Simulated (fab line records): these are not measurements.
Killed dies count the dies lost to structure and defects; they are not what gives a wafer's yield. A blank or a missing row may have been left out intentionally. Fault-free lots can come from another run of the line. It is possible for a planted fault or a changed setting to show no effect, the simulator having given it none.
fab line records -- flow n5_finfet
record lots=9, wafers=25, last_day=18
route steps=1938 shown BEOL_M0_SAQP@668 BEOL_M4@1111 PASSIVATION@1936
lots that met no fault: taken from a fault-free run of the same line
start_h: the number of hours between the record's first day and the start of the first shown wafer of the lot -- wait_h: hours elapsed since this lot's preceding step -- " unchanged from the row above -- L1.1+2: a single row standing in for several wafers -- - no value, or no start given -- * or withheld: withheld -- < > ~ a bound
route shown NAME@n: names a module that has steps shown in the file, with the first one's number in the route -- usual: mean/standard deviation taken from wafers without a fault -- same: alike in all rows -- chamber/n: place in a boat -- sites: the reading at each site -- _std_site: their standard deviation -- _edge_site: mean of outer sites minus mean of inner sites -- radius_mm: how far each site lies from the wafer's centre -- mask NAME#n: copy n -- behind: the tool/chamber that last shaped the wafer -- hold: the reason the lot was held/the length of the hold in hours/how it ended -- device: transistor that didn't switch, given as n, p or np -- end of line: tests run on the same wafers once the route is complete -- a step without rows: its recipe alone -- killed: at the first sort, the dies lost to defects and structure; wafer yield is something else -- map: a wafer's dies, marking killed ones x, the rest . and places with no die _
set.NAME: the setting as run; set.NAME@STEP: as run at that earlier step -- model.NAME: the simulator's own value behind a step, which no gauge read
the route's steps for a sample of lots (tables are steps, rows are wafers)
services: from which hour (start_h, from the record's first day; less than 0 if before it) a tool's chamber was out of use, for how many hours, and why
## steps
# step N5_BEOL_M0_SAQP_ETCH_102
# recipe chemistry=CF4, target=SiO2, target_depth_a=40, ion_energy_ev=350, time_s=4.4, pressure_mtorr=10, icp_w=800, bias_w=400, cf4_flow_sccm=80
# usual drypump_motor_current_A=5.7/0.53, oes_product_au=1.00/0.035, throttle_valve_pct=21.91/0.26
# same time_s=4.4
lot.wafer,tool,chamber,start_h,wait_h,drypump_motor_current_A,oes_product_au,rf_hours_counter_h,throttle_valve_pct
L133.1,rie_si-06,2,118.12,0.1,5.4,0.98,99,22.42
L133.2,rie_si-06,0,118.12,0.1,5.7,1.03,8,21.89
L133.3,rie_si-06,1,118.12,0.1,5.1,1.03,9,21.42
L137.2,rie_si-06,1,143.57,0.1,5.1,1.03,9,21.42
L137.3,rie_si-06,2,143.57,0.1,5.4,0.99,99,22.41
L137.4,rie_si-06,0,143.57,0.1,5.7,1.02,-,21.85
L138.1,rie_si-05,3,151.40,0.1,6.3,0.99,130,21.68
L138.6,rie_si-05,1,151.40,0.1,5.7,1.05,-,22.05
L145.1,rie_si-05,2,198.82,0.1,5.0,0.99,47,22.06
L145.2,rie_si-05,3,198.82,0.1,6.3,0.99,131,21.69
L145.5,rie_si-05,3,198.82,0.1,6.3,1.00,-,21.70
L148.3,rie_si-03,3,210.99,0.1,6.7,0.97,42,21.90
L148.6,rie_si-03,3,210.99,0.1,6.7,0.97,-,21.87
L149.1,rie_si-05,3,216.66,0.1,6.3,0.97,132,21.68
L149.2,rie_si-05,2,216.66,0.1,5.0,0.99,47,22.05
L149.5,rie_si-05,3,216.66,0.1,6.3,0.99,-,21.68
L150.1,rie_si-05,0,228.78,0.1,5.5,1.01,19,21.73
L150.4,rie_si-05,3,228.78,0.1,6.3,0.97,132,21.68
L150.5,rie_si-05,3,228.78,0.1,6.3,0.98,-,21.67
L151.2,rie_si-06,1,229.10,0.1,5.2,1.04,11,21.42
L151.3,rie_si-06,3,229.10,0.1,5.6,1.03,1,21.72
L151.4,rie_si-06,0,229.10,0.1,5.7,1.03,11,21.86
L154.2,rie_si-05,0,266.09,0.1,5.5,1.00,20,21.73
L154.4,rie_si-05,3,266.09,0.1,6.3,0.98,132,21.69
L154.5,rie_si-05,2,266.09,0.1,5.0,0.99,-,22.04
# step N5_BEOL_M0_SAQP_STRIP_108
# recipe chemistry=N2/H2, power_w=500, temp_c=40, pressure_mtorr=50, rf_frequency_hz=6e+07, overash_fraction=0.3, bias_power_w=28, h2_frac=0.5, n2_flow_sccm=300, h2_flow_sccm=300
# usual drypump_motor_current_A=5.9/0.47, n2_flow_sccm=300.1/1, oes_product_au=0.72/0.039, rf_vpp_V=122.1/1, showerhead_plenum_p_Torr=3.41/0.11, throttle_valve_pct=19.2/0.46
lot.wafer,tool,chamber,start_h,wait_h,drypump_motor_current_A,n2_flow_sccm,oes_product_au,rf_hours_counter_h,rf_vpp_V,showerhead_plenum_p_Torr,throttle_valve_pct
L133.1,rie_diel-03,0,118.78,0.0,5.9,300.9,0.73,166,123.2,3.51,19.3
L133.2,rie_diel-03,1,118.78,0.0,6.4,300.0,0.69,227,121.8,3.49,19.5
L133.3,rie_diel-03,3,118.78,0.0,5.9,299.8,0.70,200,121.9,3.50,20.2
L137.2,rie_diel-05,2,144.41,0.0,6.4,298.1,0.75,191,122.1,3.49,19.5
L137.3,rie_diel-05,1,144.41,0.0,5.1,301.0,0.71,180,121.1,3.51,19.4
L137.4,rie_diel-05,3,144.41,0.0,6.0,300.0,0.67,214,122.3,3.33,19.4
L138.1,rie_diel-05,3,152.08,0.0,6.1,300.0,0.66,216,121.4,3.33,19.4
L138.6,rie_diel-05,3,152.08,0.0,6.0,299.7,0.66,-,121.8,3.33,19.4
L145.1,rie_diel-05,2,199.72,0.0,6.4,299.3,0.72,208,121.9,3.48,19.5
L145.2,rie_diel-05,1,199.72,0.0,5.1,300.6,0.69,196,122.8,3.50,19.4
L145.5,rie_diel-05,0,199.72,0.0,5.3,300.4,0.75,-,121.0,3.48,18.5
L148.3,rie_diel-03,0,211.66,0.0,5.9,299.5,0.72,198,120.8,3.49,19.4
L148.6,rie_diel-03,2,211.66,0.0,5.7,299.4,0.77,-,122.0,3.39,19.4
L149.1,rie_diel-06,1,217.44,0.0,5.7,300.3,0.69,214,121.8,3.44,18.7
L149.2,rie_diel-06,2,217.44,0.0,6.7,302.3,0.78,144,121.2,3.24,19.3
L149.5,rie_diel-06,0,217.44,0.0,5.7,298.8,0.69,-,121.5,3.46,19.0
L150.1,rie_diel-06,3,229.44,0.0,5.2,299.2,0.73,219,121.2,3.17,18.6
L150.4,rie_diel-06,1,229.44,0.0,5.7,300.8,0.68,218,121.9,3.44,18.7
L150.5,rie_diel-06,2,229.44,0.0,6.7,301.9,0.77,-,121.3,3.23,19.3
L151.2,rie_diel-06,1,229.76,0.0,5.7,299.2,0.69,218,121.9,3.44,18.7
L151.3,rie_diel-06,2,229.76,0.0,6.7,299.2,0.76,147,122.1,3.23,19.3
L151.4,rie_diel-06,0,229.76,0.0,5.7,299.7,0.69,212,122.3,3.46,19.0
L154.2,rie_diel-05,2,266.75,0.0,6.3,299.1,0.71,228,122.0,3.47,19.5
L154.4,rie_diel-05,0,266.75,0.0,5.3,299.4,0.75,180,121.9,3.47,18.6
L154.5,rie_diel-05,2,266.75,0.0,6.3,300.0,0.71,-,122.4,3.47,19.5
# step N5_BEOL_M0_SAQP_RECESS_109
# recipe chemistry=HF/NH3, target=SiO2, target_depth_a=30, afs_cycles=1, temp_c=30, sublimation_temp_c=180, sublimation_time_s=60
# usual drypump_motor_current_A=5.57/0.12
lot.wafer,tool,chamber,start_h,wait_h,drypump_motor_current_A
L133.1,vapor_etch-01,1,118.84,0.0,5.66
L133.2,vapor_etch-01,0,118.84,0.0,5.70
L133.3,vapor_etch-01,1,118.84,0.0,5.66
L137.2,vapor_etch-02,0,144.58,0.1,5.37
L137.3,vapor_etch-02,1,144.58,0.1,5.51
L137.4,vapor_etch-02,0,144.58,0.1,5.36
L138.1,vapor_etch-01,1,152.14,0.0,5.64
L138.6,vapor_etch-01,0,152.14,0.0,5.67
L145.1,vapor_etch-02,0,200.01,0.3,5.36
L145.2,vapor_etch-02,1,200.01,0.3,5.51
L145.5,vapor_etch-02,1,200.01,0.3,5.49
L148.3,vapor_etch-01,0,211.76,0.1,5.68
L148.6,vapor_etch-01,1,211.76,0.1,5.63
L149.1,vapor_etch-01,1,217.50,0.0,5.67
L149.2,vapor_etch-01,0,217.50,0.0,5.68
L149.5,vapor_etch-01,0,217.50,0.0,5.67
L150.1,vapor_etch-01,1,229.50,0.0,5.62
L150.4,vapor_etch-01,0,229.50,0.0,5.69
L150.5,vapor_etch-01,1,229.50,0.0,5.63
L151.2,vapor_etch-01,0,229.82,0.0,5.67
L151.3,vapor_etch-01,1,229.82,0.0,5.61
L151.4,vapor_etch-01,0,229.82,0.0,5.70
L154.2,vapor_etch-01,0,267.01,0.2,5.69
L154.4,vapor_etch-01,0,267.01,0.2,5.70
L154.5,vapor_etch-01,0,267.01,0.2,5.70
# step N5_BEOL_M0_SAQP_COAT_72
# recipe resist=SiARC, temp_c=220, time_s=60, spin_rpm=1500, resist_thk_nm=15
# usual chill_plate_temp_C=22.98/0.094, exhaust_pa=45.1/0.87, spin_speed_rpm=1499.8/0.94
# same time_s=60
lot.wafer,tool,chamber,start_h,wait_h,chill_plate_temp_C,exhaust_pa,spin_speed_rpm
L133.1,litho_track-05,0,119.77,-,23.14,47.7,1497.9
L133.2,litho_track-05,0,119.77,-,23.01,45.3,1500.5
L133.3,litho_track-05,0,119.77,-,22.92,44.8,1499.1
L137.2,litho_track-03,0,145.51,-,22.97,44.9,1499.5
L137.3,litho_track-03,0,145.51,-,23.04,45.7,1497.9
L137.4,litho_track-03,0,145.51,-,23.09,45.3,1499.6
L138.1,litho_track-05,0,153.07,-,23.02,46.4,1501.3
L138.6,litho_track-05,0,153.07,-,22.93,44.1,1501.7
L145.1,litho_track-03,0,200.98,-,22.92,44.7,1498.9
L145.2,litho_track-03,0,200.98,-,22.92,44.2,1498.9
L145.5,litho_track-03,0,200.98,-,23.02,45.2,1499.5
L148.3,litho_track-01,0,212.65,-,22.95,46.3,1499.0
L148.6,litho_track-01,0,212.65,-,22.95,44.8,1498.2
L149.1,litho_track-05,0,218.49,-,22.94,45.3,1763.4
L149.2,litho_track-05,0,218.49,-,23.00,45.5,1766.4
L149.5,litho_track-05,0,218.49,-,23.04,44.8,1765.3
L150.1,litho_track-03,0,230.43,-,22.99,45.0,1499.7
L150.4,litho_track-03,0,230.43,-,23.05,44.9,1499.8
L150.5,litho_track-03,0,230.43,-,22.94,45.3,1499.8
L151.2,litho_track-05,0,230.75,-,22.99,46.3,1764.9
L151.3,litho_track-05,0,230.75,-,22.94,45.6,1765.5
L151.4,litho_track-05,0,230.75,-,22.86,44.2,1764.4
L154.2,litho_track-03,0,268.07,-,22.97,45.0,1500.8
L154.4,litho_track-03,0,268.07,-,23.17,46.2,1500.5
L154.5,litho_track-03,0,268.07,-,23.12,45.0,1499.8
# step N5_BEOL_M0_SAQP_ETCH_73
# recipe chemistry=CF4, target=SiARC, target_depth_a=195, mask_material=CAR-EUV, time_s=32.5, ion_energy_ev=80, pressure_mtorr=40, source_w=545, bias_w=36, Ar_flow_sccm=100, cf4_flow_sccm=100, ends=cleared
# usual drypump_motor_current_A=5.8/0.46, etch_rf_on_time_s=32.7/0.84, oes_product_au=0.61/0.031, rf_vpp_V=184.4/1.2, showerhead_plenum_p_Torr=2.18/0.053, throttle_valve_pct=15.72/0.2
lot.wafer,tool,chamber,start_h,wait_h,drypump_motor_current_A,etch_rf_on_time_s,oes_product_au,rf_hours_counter_h,rf_vpp_V,showerhead_plenum_p_Torr,throttle_valve_pct
L133.1,rie_diel-03,1,120.34,0.0,6.4,32.3,0.58,227,184.6,2.19,15.79
L133.2,rie_diel-03,3,120.34,0.0,5.9,32.2,0.59,200,185.3,2.23,16.03
L133.3,rie_diel-03,2,120.34,0.0,5.6,33.2,0.67,84,184.0,2.17,15.80
L137.2,rie_diel-03,0,146.05,0.0,5.9,33.6,0.61,176,185.3,2.23,15.64
L137.3,rie_diel-03,3,146.05,0.0,5.9,32.2,0.59,210,183.8,2.22,16.06
L137.4,rie_diel-03,2,146.05,0.0,5.6,33.8,0.66,-,184.0,2.17,15.80
L138.1,rie_diel-03,2,153.63,0.0,5.7,33.5,0.66,96,184.9,2.17,15.80
L138.6,rie_diel-03,2,153.63,0.0,5.7,33.7,0.66,-,184.2,2.17,15.82
L145.1,rie_diel-05,1,201.44,0.0,5.1,33.3,0.59,197,185.8,2.22,15.87
L145.2,rie_diel-05,0,201.44,0.0,5.3,31.0,0.65,162,186.0,2.23,15.49
L145.5,rie_diel-05,2,201.44,0.0,6.4,33.0,0.63,-,184.4,2.20,15.46
L148.3,rie_diel-06,1,213.25,0.0,5.7,33.0,0.58,213,185.1,2.22,15.53
L148.6,rie_diel-06,3,213.25,0.0,5.2,32.8,0.63,-,182.5,2.06,15.82
L149.1,rie_diel-05,1,219.06,0.0,5.1,30.9,0.59,202,184.6,2.22,15.87
L149.2,rie_diel-05,2,219.06,0.0,6.3,30.4,0.62,214,186.1,2.20,15.49
L149.5,rie_diel-05,0,219.06,0.0,5.3,28.1,0.65,-,184.8,2.23,15.51
L150.1,rie_diel-06,0,230.87,0.0,5.7,33.4,0.58,212,184.8,2.18,15.47
L150.4,rie_diel-06,3,230.87,0.0,5.2,32.3,0.62,219,181.6,2.05,15.82
L150.5,rie_diel-06,3,230.87,0.0,5.2,32.0,0.62,-,180.7,2.05,15.80
L151.2,rie_diel-06,1,231.19,0.0,5.7,30.0,0.59,218,186.9,2.21,15.55
L151.3,rie_diel-06,0,231.19,0.0,5.7,31.3,0.59,213,186.0,2.18,15.47
L151.4,rie_diel-06,3,231.19,0.0,5.2,29.5,0.63,219,184.0,2.05,15.81
L154.2,rie_diel-06,2,268.52,0.0,6.7,33.0,0.64,161,184.0,2.07,15.72
L154.4,rie_diel-06,1,268.52,0.0,5.7,32.8,0.57,230,184.1,2.21,15.58
L154.5,rie_diel-06,0,268.52,0.0,5.7,33.9,0.58,-,184.4,2.18,15.50
# step N5_BEOL_M4_RC_MEAS_101
# usual DIBL_N=36.2/2.2, DIBL_P=36.5/3, IOFF_N=0.16/0.039, IOFF_P=0.22/0.047, ION_N=675/15, ION_P=463/10, SS_N=71.6/0.71, SS_P=73.4/0.94, VT_N=250/3.6, VT_P=-250/3.9
lot.wafer,tool,chamber,start_h,wait_h,DIBL_N[mV/V],DIBL_P[mV/V],IOFF_N[nA/um],IOFF_P[nA/um],ION_N[uA/um],ION_P[uA/um],SS_N[mV/dec],SS_P[mV/dec],VT_N[mV],VT_P[mV]
L133.1,prober-02,0,169.20,0.0,35.0,34.9,0.13,0.22,644,451,71.5,73.5,255,-250
L133.2,prober-02,0,169.20,0.0,34.3,32.9,0.11,0.16,654,455,70.7,72.8,255,-253
L133.3,prober-02,0,169.20,0.0,33.8,33.2,0.13,0.18,670,464,70.5,73.0,250,-250
L137.2,prober-02,0,200.96,0.2,35.2,36.0,0.16,0.22,676,464,71.9,74.0,249,-249
L137.3,prober-02,0,200.96,0.2,34.7,34.5,0.15,0.19,674,457,71.3,73.0,250,-249
L137.4,prober-02,0,200.96,0.2,38.8,40.0,0.24,0.31,690,474,73.3,75.5,243,-246
L138.1,prober-01,0,214.21,0.0,39.0,40.5,0.18,0.25,696,479,71.5,73.8,250,-249
L138.6,prober-01,0,214.21,0.0,38.5,40.0,0.18,0.24,694,477,71.4,74.2,250,-247
L145.1,prober-01,0,256.84,0.0,38.2,38.9,0.18,0.21,669,458,71.9,74.2,249,-252
L145.2,prober-01,0,256.84,0.0,35.4,36.4,0.13,0.17,667,461,71.2,73.1,253,-256
L145.5,prober-01,0,256.84,0.0,34.8,36.2,0.15,0.19,698,475,70.6,73.2,248,-252
L148.3,prober-02,0,280.46,0.3,36.8,36.2,0.18,0.21,690,460,72.1,73.8,246,-250
L148.6,prober-02,0,280.46,0.3,38.3,38.6,0.21,0.24,686,462,71.9,74.4,244,-248
L149.1,prober-02,0,285.12,0.1,35.0,32.9,0.14,0.19,659,457,71.0,71.6,251,-249
L149.2,prober-02,0,285.12,0.1,36.5,37.1,0.18,0.27,688,479,72.0,73.4,244,-244
L149.5,prober-02,0,285.12,0.1,40.5,40.7,0.26,0.32,702,479,73.5,74.1,244,-242
L151.2,prober-01,0,286.86,0.2,36.1,37.7,0.18,0.27,673,466,72.0,74.1,249,-245
L151.3,prober-01,0,286.86,0.2,34.7,35.3,0.15,0.22,683,473,71.0,73.4,249,-248
L151.4,prober-01,0,286.86,0.2,37.6,37.5,0.20,0.26,681,467,71.9,73.8,244,-247
L150.1,prober-02,0,289.62,0.0,32.2,32.2,0.12,0.19,669,476,70.6,71.6,251,-247
L150.4,prober-02,0,289.62,0.0,35.6,35.7,0.16,0.24,678,466,71.2,72.7,248,-244
L150.5,prober-02,0,289.62,0.0,36.5,37.0,0.18,0.29,686,475,71.6,73.8,244,-240
L154.2,prober-01,0,321.09,0.2,34.2,36.4,0.15,0.21,678,460,71.5,74.1,248,-249
L154.4,prober-01,0,321.09,0.2,36.0,37.1,0.18,0.22,682,462,71.9,73.2,246,-250
L154.5,prober-01,0,321.09,0.2,32.6,33.2,0.12,0.17,665,457,71.3,72.6,251,-254
# step N5_PASSIVATION_PROBE_49
# usual defect_limited_yield=91.5/1.5, killed_at_M0_to_M3=32/10, killed_at_M4_up=13/4.9, killed_at_contacts=13/6.1, killed_at_front_end=38/11, killed_at_other=3/3.2, killed_dies=101/18, killed_on_rim=13/4.4, killed_open=66/13, killed_short=32/8.3, sort_bin_4_leakage=0.00/0.018, sort_bin_5_function=5.0/1, sort_bin_6_memory=3.2/0.74, sort_bin_8_speed=0.1/1.1, sort_n_pass=1078/22, sort_yield_pct=91.3/1.9
# same gross_dies=1180, killed_at_back_side=0
lot.wafer,tool,chamber,start_h,wait_h,defect_limited_yield[%],killed_at_M0_to_M3,killed_at_M4_up,killed_at_contacts,killed_at_front_end,killed_at_other,killed_dies,killed_on_rim,killed_open,killed_short,sort_bin_4_leakage[%],sort_bin_5_function[%],sort_bin_6_memory[%],sort_bin_8_speed[%],sort_n_pass,sort_yield_pct[%]
L148.3,prober-02,-,386.81,0.1,91.6,15,12,12,58,2,99,8,56,42,0,4.4,3.6,0,1081,91.6
L148.6,prober-02,-,386.96,0.3,94.9,14,13,10,23,0,60,10,39,20,0,3.4,1.4,0,1120,94.9
L151.2,prober-01,-,402.30,0.1,93.9,27,18,5,20,2,72,11,52,19,0,2.5,3.3,0,1108,93.9
L151.3,prober-01,-,402.35,0.1,91.4,46,16,7,33,0,102,17,59,41,0,4.8,3.4,0,1078,91.4
L151.4,prober-01,-,402.40,0.2,91.0,36,16,10,42,2,106,12,77,28,0,5.6,3.2,0,1074,91.0
L150.1,prober-01,-,406.16,0.0,94.0,39,8,9,15,0,71,7,53,16,0,3.2,2.7,0,1109,94.0
L150.4,prober-01,-,406.31,0.2,90.8,49,13,10,36,1,109,15,68,40,0,6.3,2.7,0,1071,90.8
L150.5,prober-01,-,406.36,0.2,92.5,28,7,10,42,1,88,9,56,31,0,4.5,2.4,0,1092,92.5
# killed by level:class
L148.3 FIN_SAQP:geometric_particle:open=13 FIN_SAQP:geometric_particle:short=10 BEOL_M4:geometric_particle:open=8 MOL_CONTACT_COAG:geometric_particle:open=7 DUMMY_GATE:geometric_particle:short=5 MOL_CONTACT_COAG:geometric_particle:short=5 STI_FIN_REVEAL:geometric_particle:open=4 GATE_CUT:geometric_particle:short=4
L148.6 MOL_CONTACT_COAG:geometric_particle:short=5 MOL_CONTACT_COAG:geometric_particle:open=5 BEOL_M4:geometric_particle:open=5 DUMMY_GATE:geometric_particle:open=4 BEOL_M0_SAQP:geometric_particle:open=4 BEOL_M1:geometric_particle:open=4 STARTING-WAFER:geometric_particle:short=3 STI_FIN_REVEAL:geometric_particle:open=3
L151.2 BEOL_M4:geometric_particle:open=12 BEOL_M0_SAQP:geometric_particle:open=8 BEOL_M0_SAQP:geometric_particle:short=6 BEOL_M2:geometric_particle:open=5 DUMMY_GATE:geometric_particle:open=4 MOL_CONTACT_COAG:geometric_particle:open=4 BEOL_M3:geometric_particle:open=4 STI_FIN_REVEAL:geometric_particle:open=3
L151.3 BEOL_M0_SAQP:geometric_particle:short=11 FIN_SAQP:geometric_particle:short=9 BEOL_M0_SAQP:geometric_particle:open=9 BEOL_M2:geometric_particle:open=9 BEOL_M4:geometric_particle:open=7 BEOL_M1:geometric_particle:open=6 MOL_CONTACT_COAG:geometric_particle:open=5 FIN_SAQP:geometric_particle:open=4
L151.4 FIN_SAQP:geometric_particle:open=15 BEOL_M1:geometric_particle:open=11 BEOL_M4:geometric_particle:open=10 FIN_SAQP:geometric_particle:short=9 MOL_CONTACT_COAG:geometric_particle:open=9 BEOL_M0_SAQP:geometric_particle:open=9 STARTING-WAFER:geometric_particle:open=5 BEOL_M0_SAQP:geometric_particle:short=4
L150.1 MOL_CONTACT_COAG:geometric_particle:open=9 BEOL_M3:geometric_particle:open=9 BEOL_M1:geometric_particle:open=7 BEOL_M0_SAQP:geometric_particle:open=6 BEOL_M2:geometric_particle:open=6 FIN_SAQP:geometric_particle:open=5 BEOL_M0_SAQP:geometric_particle:short=3 BEOL_M3:geometric_particle:short=3
L150.4 BEOL_M3:geometric_particle:open=10 BEOL_M0_SAQP:geometric_particle:short=9 FIN_SAQP:geometric_particle:open=8 BEOL_M4:geometric_particle:open=8 STI_FIN_REVEAL:geometric_particle:open=8 BEOL_M2:geometric_particle:open=7 FIN_SAQP:geometric_particle:short=6 MOL_CONTACT_COAG:geometric_particle:open=6
L150.5 FIN_SAQP:geometric_particle:short=15 FIN_SAQP:geometric_particle:open=12 MOL_CONTACT_COAG:geometric_particle:open=9 STI_FIN_REVEAL:geometric_particle:open=8 BEOL_M1:geometric_particle:open=7 BEOL_M3:geometric_particle:open=6 BEOL_M0_SAQP:geometric_particle:short=6 BEOL_M0_SAQP:geometric_particle:open=4
## services
tool,chamber,start_h,hours,kind
rie_si-06,0,94.55,2.9,repair
rie_si-03,-,99.66,0.3,repair
rie_si-06,-,104.32,8.3,repair
rie_diel-03,0,109.28,3.0,repair
rie_si-03,2,117.00,9.9,repair
rie_diel-06,0,119.35,10.0,repair
rie_diel-05,0,124.31,6.9,repair
rie_diel-03,1,127.54,46.7,repair
rie_diel-05,3,136.41,7.8,repair
rie_si-06,3,143.17,-,clean
rie_si-06,3,143.17,25.0,scheduled_down
rie_si-06,3,143.17,25.0,vent_cycle
rie_si-06,1,158.58,1.1,repair
rie_diel-06,-,182.23,2.8,pm
vapor_etch-01,-,185.61,4.3,pm
rie_si-03,2,210.38,3.7,repair
rie_diel-03,-,242.73,14.6,pm
rie_si-05,-,255.86,7.8,repair
## key
first_sign step=N5_BEOL_M0_SAQP_COAT_72, reading=spin_speed_rpm, direction=up, sigmas=99+, usual=*, struck=*
effect step=N5_BEOL_M0_SAQP_ETCH_73, reading=etch_rf_on_time_s, direction=down, sigmas=3.3, usual=*, struck=*
met_at N5_BEOL_M0_SAQP_COAT_72
struck_lots L149,L151
not_acting_at N5_BEOL_M0_SAQP_ETCH_102,N5_BEOL_M0_SAQP_STRIP_108,N5_BEOL_M0_SAQP_RECESS_109
onset_between 153.07 218.49
fault kind=process_parameter_drift, tool=litho_track-05, chamber=-, onset_h=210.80, steps=N5_BEOL_M0_SAQP_COAT_72, channel=spin_rpm, offset=*, shape=step, end_h=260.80, acts_in=*, stated=*
